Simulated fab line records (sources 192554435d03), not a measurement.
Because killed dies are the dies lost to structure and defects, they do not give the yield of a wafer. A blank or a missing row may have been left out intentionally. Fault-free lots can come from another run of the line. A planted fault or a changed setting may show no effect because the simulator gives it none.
Which tool did it?    flow n5-finfet    24 lots, 72 wafers sampled, at 5 steps of a route of 1938

== WHAT THE GAUGES READ, wafer by wafer ==
N5_SD_EPI_N_OVL_MEAS_10.
lot   measured     on          SD_N_BLK_OVL (nm)
L074  day 3 02:05  overlay-01  -0.4 -1.1 -0.5
L075  day 3 08:27  overlay-01  -0.9 -1.0 -0.5
L076  day 3 13:53  overlay-02  -1.7 -0.6 -1.7
L077  day 3 19:00  overlay-02  0.3 -0.9 0.1
L078  day 4 01:35  overlay-01  -1.6 -2.1 -1.3
L079  day 4 05:36  overlay-01  0.5 0.4 0.5
L080  day 4 13:06  overlay-01  0.4 -0.6 -0.5
L081  day 4 20:54  overlay-01  -0.6 -0.2 -0.8
L082  day 5 04:56  overlay-02  -0.3 -1.3 -0.9
L083  day 5 08:37  overlay-02  -0.5 -0.7 -0.6
L084  day 5 15:02  overlay-02  -0.3 -0.3 -0.7
L085  day 5 19:42  overlay-02  -0.6 -1.5 -0.8
L086  day 6 00:05  overlay-01  0.3 -0.9 1.1
L087  day 6 06:14  overlay-02  -0.2 -0.2 0.1
L088  day 6 10:35  overlay-01  -1.2 -2.3 -1.3
L089  day 6 17:57  overlay-01  -1.0 -1.0 -1.1
L090  day 7 01:31  overlay-01  0.7 -0.9 0.4
L091  day 7 05:31  overlay-02  -0.8 0.4 -0.9
L092  day 7 13:08  overlay-01  0.2 -0.7 -0.4
L093  day 7 22:47  overlay-01  0.9 0.3 -0.1
L094  day 8 06:58  overlay-01  -1.5 -0.4 -0.6
L095  day 8 14:52  overlay-01  0.2 -1.5 -0.2
L097  day 8 19:32  overlay-01  -1.2 -0.9 -0.5
L096  day 8 20:26  overlay-01  -0.7 -0.9 -1.1

N5_ILD0_THK_MEAS_04.
lot   measured     on             thk-nm (nm)
L074  day 3 15:38  film-metro-02  198.3 195.7 195.2
L075  day 3 21:12  film-metro-02  196.9 198.0 195.7
L076  day 8 10:19  film-metro-01  197.1 196.9 198.5
L077  day 4 08:03  film-metro-02  196.2 197.5 198.6
L078  day 4 13:15  film-metro-02  198.3 196.3 195.7
L079  day 4 18:24  film-metro-01  198.6 197.3 200.1
L080  day 5 01:09  film-metro-02  200.8 199.6 197.7
L081  day 5 08:41  film-metro-01  199.4 196.7 196.7
L082  day 5 17:14  film-metro-02  197.5 197.9 197.4
L083  day 5 21:41  film-metro-01  197.9 196.0 197.8
L084  day 6 03:00  film-metro-01  198.0 197.2 198.0
L085  day 6 07:52  film-metro-01  197.6 199.3 198.5
L086  day 6 12:48  film-metro-02  197.2 197.4 196.6
L087  day 6 18:13  film-metro-02  197.2 196.8 198.0
L088  day 6 23:13  film-metro-01  197.9 196.5 196.8
L089  day 7 05:43  film-metro-02  197.0 196.8 200.5
L090  day 7 14:31  film-metro-01  194.9 196.4 195.5
L091  day 7 18:26  film-metro-01  197.0 199.1 196.4
L092  day 8 01:01  film-metro-02  196.9 199.0 196.4
L093  day 8 10:47  film-metro-01  198.1 197.5 196.4
L094  day 8 19:58  film-metro-02  199.5 200.7 196.1
L095  day 9 03:30  film-metro-02  200.8 196.2 196.0
L097  day 9 07:31  film-metro-02  199.2 195.8 199.6
L096  day 9 09:01  film-metro-01  197.0 196.7 197.0

== EACH LOT AND THE TOOL THAT RAN IT (in order: tool; ch and the chambers of the sampled wafers; start) ==
lot   N5_SD_EPI_P_ETCH_36                N5_SD_EPI_P_ETCHBACK_46            N5_SD_EPI_P_ETCH_16
L074  rie-diel-05 ch 1,2, day 3 08:06    rie-diel-05 ch 1,2, day 3 08:29    rie-diel-05 ch 1,2, day 3 08:41
L075  rie-diel-05 ch 0,1, day 3 13:43    rie-diel-05 ch 0,1, day 3 14:05    rie-diel-05 ch 0,1, day 3 14:17
L076  rie-diel-02 ch 0,1, day 8 03:10    rie-diel-02 ch 0,1, day 8 03:33    rie-diel-02 ch 0,1, day 8 03:45
L077  rie-diel-04 ch 0,2,3, day 4 00:48  rie-diel-04 ch 0,2,3, day 4 01:11  rie-diel-04 ch 0,2,3, day 4 01:23
L078  rie-diel-05 ch 0,1,3, day 4 05:59  rie-diel-05 ch 0,1,3, day 4 06:22  rie-diel-05 ch 0,1,3, day 4 06:34
L079  rie-diel-04 ch 1,3, day 4 10:44    rie-diel-04 ch 1,3, day 4 11:07    rie-diel-04 ch 1,3, day 4 11:19
L080  rie-diel-04 ch 0,1,2, day 4 17:59  rie-diel-04 ch 0,1,2, day 4 18:22  rie-diel-04 ch 0,1,2, day 4 18:34
L081  rie-diel-04 ch 1,2, day 5 01:28    rie-diel-04 ch 1,2, day 5 01:50    rie-diel-04 ch 1,2, day 5 02:02
L082  rie-diel-02 ch 0,1, day 5 09:43    rie-diel-02 ch 0,1, day 5 10:06    rie-diel-02 ch 0,1, day 5 10:18
L083  rie-diel-05 ch 1,2,3, day 5 13:13  rie-diel-05 ch 1,2,3, day 5 13:36  rie-diel-05 ch 1,2,3, day 5 13:48
L084  rie-diel-04 ch 0,3, day 5 19:52    rie-diel-04 ch 0,3, day 5 20:14    rie-diel-04 ch 0,3, day 5 20:26
L085  rie-diel-04 ch 0,2,3, day 6 00:28  rie-diel-04 ch 0,2,3, day 6 00:50  rie-diel-04 ch 0,2,3, day 6 01:02
L086  rie-diel-05 ch 0,2,3, day 6 05:13  rie-diel-05 ch 0,2,3, day 6 05:36  rie-diel-05 ch 0,2,3, day 6 05:48
L087  rie-diel-02 ch 0,1,2, day 6 11:04  rie-diel-02 ch 0,1,2, day 6 11:26  rie-diel-02 ch 0,1,2, day 6 11:38
L088  rie-diel-04 ch 0,1,3, day 6 15:05  rie-diel-04 ch 0,1,3, day 6 15:28  rie-diel-04 ch 0,1,3, day 6 15:40
L089  rie-diel-04 ch 1,3, day 6 22:34    rie-diel-04 ch 1,3, day 6 22:56    rie-diel-04 ch 1,3, day 6 23:08
L090  rie-diel-04 ch 0,1,3, day 7 07:16  rie-diel-04 ch 0,1,3, day 7 07:38  rie-diel-04 ch 0,1,3, day 7 07:50
L091  rie-diel-04 ch 0,2,3, day 7 10:04  rie-diel-04 ch 0,2,3, day 7 10:27  rie-diel-04 ch 0,2,3, day 7 10:39
L092  rie-diel-05 ch 0,2, day 7 17:44    rie-diel-05 ch 0,2, day 7 18:07    rie-diel-05 ch 0,2, day 7 18:19
L093  rie-diel-05 ch 0,2,3, day 8 03:38  rie-diel-05 ch 0,2,3, day 8 04:01  rie-diel-05 ch 0,2,3, day 8 04:13
L094  rie-diel-04 ch 0,1,3, day 8 12:49  rie-diel-04 ch 0,1,3, day 8 13:11  rie-diel-04 ch 0,1,3, day 8 13:23
L095  rie-diel-05 ch 2,3, day 8 20:22    rie-diel-05 ch 2,3, day 8 20:45    rie-diel-05 ch 2,3, day 8 20:57
L097  rie-diel-04 ch 2,3, day 9 00:18    rie-diel-04 ch 2,3, day 9 00:41    rie-diel-04 ch 2,3, day 9 00:53
L096  rie-diel-05 ch 1,3, day 9 01:41    rie-diel-05 ch 1,3, day 9 02:04    rie-diel-05 ch 1,3, day 9 02:16
- N5_SD_EPI_P_ETCH_36: etches SiARC in CF4, target depth 45.5 nm, time 75.8 s.
- N5_SD_EPI_P_ETCHBACK_46: etches SiNx in CH3F/O2, stops on SiO2, target depth 17.5 nm.
- N5_SD_EPI_P_ETCH_16: etches SiO2 in CHF3/O2, target depth 5 nm.

== AS READ BY THE TOOLS THEMSELVES (means over the sampled wafers that have a number; for cases with no such wafer, the mark the record gives instead) ==
N5_SD_EPI_P_ETCH_36.
lot   tool         drypump-motor-current-A (A)  etch-rf-on-time-s (s)  oes-product-au (a.u.)  rf-vpp-V (V)  showerhead-plenum-p-Torr (Torr)  throttle-valve-pct (%)
L074  rie-diel-05  5.8                          74.9                   0.70                   183.3         2.09                             15.64
L075  rie-diel-05  5.7                          76.2                   0.68                   184.5         2.18                             15.75
L076  rie-diel-02  5.9                          75.5                   0.73                   185.4         2.17                             15.78
L077  rie-diel-04  5.3                          76.0                   0.61                   183.5         2.19                             15.81
L078  rie-diel-05  5.5                          76.4                   0.65                   184.3         2.15                             15.79
L079  rie-diel-04  5.1                          79.0                   0.63                   185.1         2.21                             15.74
L080  rie-diel-04  5.1                          77.1                   0.63                   185.0         2.23                             15.75
L081  rie-diel-04  5.0                          79.6                   0.59                   185.8         2.22                             15.96
L082  rie-diel-02  5.8                          75.0                   0.75                   184.1         2.18                             15.75
L083  rie-diel-05  5.7                          75.5                   0.68                   183.5         2.10                             15.66
L084  rie-diel-04  5.5                          75.5                   0.63                   184.2         2.20                             15.63
L085  rie-diel-04  5.3                          76.0                   0.60                   184.1         2.18                             15.85
L086  rie-diel-05  5.4                          76.9                   0.63                   184.9         2.11                             15.85
L087  rie-diel-02  5.8                          75.8                   0.70                   184.8         2.20                             15.72
L088  rie-diel-04  5.3                          77.6                   0.62                   183.3         2.19                             15.71
L089  rie-diel-04  5.1                          78.7                   0.62                   184.5         2.20                             15.77
L090  rie-diel-04  5.3                          76.9                   0.62                   185.0         2.19                             15.72
L091  rie-diel-04  5.2                          76.5                   0.68                   185.0         2.18                             15.69
L092  rie-diel-05  5.2                          75.9                   0.60                   184.1         2.14                             16.02
L093  rie-diel-05  5.3                          75.6                   0.62                   183.5         2.10                             15.87
L094  rie-diel-04  5.3                          78.5                   0.61                   185.1         2.19                             15.74
L095  rie-diel-05  5.6                          75.9                   0.64                   182.9         2.05                             15.74
L097  rie-diel-04  5.2                          76.8                   0.64                   183.8         2.14                             15.86
L096  rie-diel-05  5.6                          75.8                   0.66                   183.2         2.10                             15.70

N5_SD_EPI_P_ETCHBACK_46.
lot   tool         drypump-motor-current-A (A)  oes-product-au (a.u.)  rf-vpp-V (V)  showerhead-plenum-p-Torr (Torr)  throttle-valve-pct (%)
L074  rie-diel-05  5.9                          0.69                   291           1.95                             16.37
L075  rie-diel-05  5.7                          0.69                   302           2.04                             16.49
L076  rie-diel-02  5.8                          0.72                   297           2.04                             16.59
L077  rie-diel-04  5.3                          0.61                   306           2.04                             16.53
L078  rie-diel-05  5.5                          0.66                   302           2.01                             16.54
L079  rie-diel-04  5.1                          0.65                   303           2.05                             16.44
L080  rie-diel-04  5.1                          0.64                   305           2.08                             16.46
L081  rie-diel-04  5.0                          0.62                   305           2.07                             16.69
L082  rie-diel-02  5.9                          0.75                   297           2.05                             16.54
L083  rie-diel-05  5.8                          0.68                   294           1.96                             16.40
L084  rie-diel-04  5.4                          0.62                   306           2.05                             16.33
L085  rie-diel-04  5.3                          0.61                   305           2.04                             16.56
L086  rie-diel-05  5.3                          0.63                   296           1.97                             16.60
L087  rie-diel-02  5.7                          0.70                   301           2.06                             16.48
L088  rie-diel-04  5.3                          0.63                   304           2.05                             16.41
L089  rie-diel-04  5.1                          0.64                   303           2.05                             16.48
L090  rie-diel-04  5.3                          0.62                   304           2.05                             16.42
L091  rie-diel-04  5.3                          0.68                   305           2.04                             16.41
L092  rie-diel-05  5.2                          0.60                   297           2.01                             16.78
L093  rie-diel-05  5.3                          0.62                   297           1.96                             16.63
L094  rie-diel-04  5.3                          0.62                   305           2.04                             16.43
L095  rie-diel-05  5.6                          0.64                   288           1.91                             16.47
L097  rie-diel-04  5.3                          0.65                   304           1.99                             16.58
L096  rie-diel-05  5.6                          0.65                   300           1.96                             16.44

N5_SD_EPI_P_ETCH_16.
lot   tool         drypump-motor-current-A (A)  oes-product-au (a.u.)  rf-vpp-V (V)  showerhead-plenum-p-Torr (Torr)  throttle-valve-pct (%)
L074  rie-diel-05  5.8                          0.80                   511           2.35                             18.95
L075  rie-diel-05  5.7                          0.80                   532           2.46                             19.07
L076  rie-diel-02  5.9                          0.85                   524           2.46                             19.18
L077  rie-diel-04  5.3                          0.72                   538           2.46                             19.07
L078  rie-diel-05  5.5                          0.77                   531           2.42                             19.09
L079  rie-diel-04  5.1                          0.74                   535           2.47                             18.98
L080  rie-diel-04  5.2                          0.73                   539           2.51                             19.00
L081  rie-diel-04  5.0                          0.71                   537           2.49                             19.23
L082  rie-diel-02  5.8                          0.88                   524           2.46                             19.14
L083  rie-diel-05  5.7                          0.78                   518           2.36                             18.95
L084  rie-diel-04  5.5                          0.74                   540           2.47                             18.87
L085  rie-diel-04  5.3                          0.71                   538           2.46                             19.10
L086  rie-diel-05  5.4                          0.74                   522           2.37                             19.15
L087  rie-diel-02  5.8                          0.83                   531           2.47                             19.06
L088  rie-diel-04  5.3                          0.73                   537           2.46                             18.93
L089  rie-diel-04  5.1                          0.73                   534           2.46                             19.02
L090  rie-diel-04  5.3                          0.73                   537           2.46                             18.97
L091  rie-diel-04  5.2                          0.80                   537           2.45                             18.98
L092  rie-diel-05  5.2                          0.70                   524           2.42                             19.33
L093  rie-diel-05  5.3                          0.72                   520           2.37                             19.17
L094  rie-diel-04  5.3                          0.71                   537           2.46                             18.98
L095  rie-diel-05  5.6                          0.75                   509           2.31                             19.04
L097  rie-diel-04  5.3                          0.75                   535           2.40                             19.15
L096  rie-diel-05  5.7                          0.77                   527           2.36                             18.98

== THE ANSWER, worked out from the rows above alone ==
Rule: the usual values come from the lots themselves. Put in order of their means at a reading, lots are off if they are a third of the lots or fewer, leave a main group of 4 or more, and stand apart from it by a gap of 3 or more times the standard deviation of the main group's means; of several such gaps the widest counts. If all means in a main group match to the digits the tables above print for the reading, that group is not used. A lot without any number at a reading at which 4 lots or more have one is off too. Any other lot the step has rows for is counted as sound. First the gauges in route order, then the tools' own readings, where a lot's mean is used as printed above. The first step at which some lot is off is used, and at that step the reading that is off furthest; a lot without a number counts as furthest.
No lot is off on any of the readings shown, so nothing can be concluded from this.

== WHAT WAS PUT IN BY THE SIMULATOR ==
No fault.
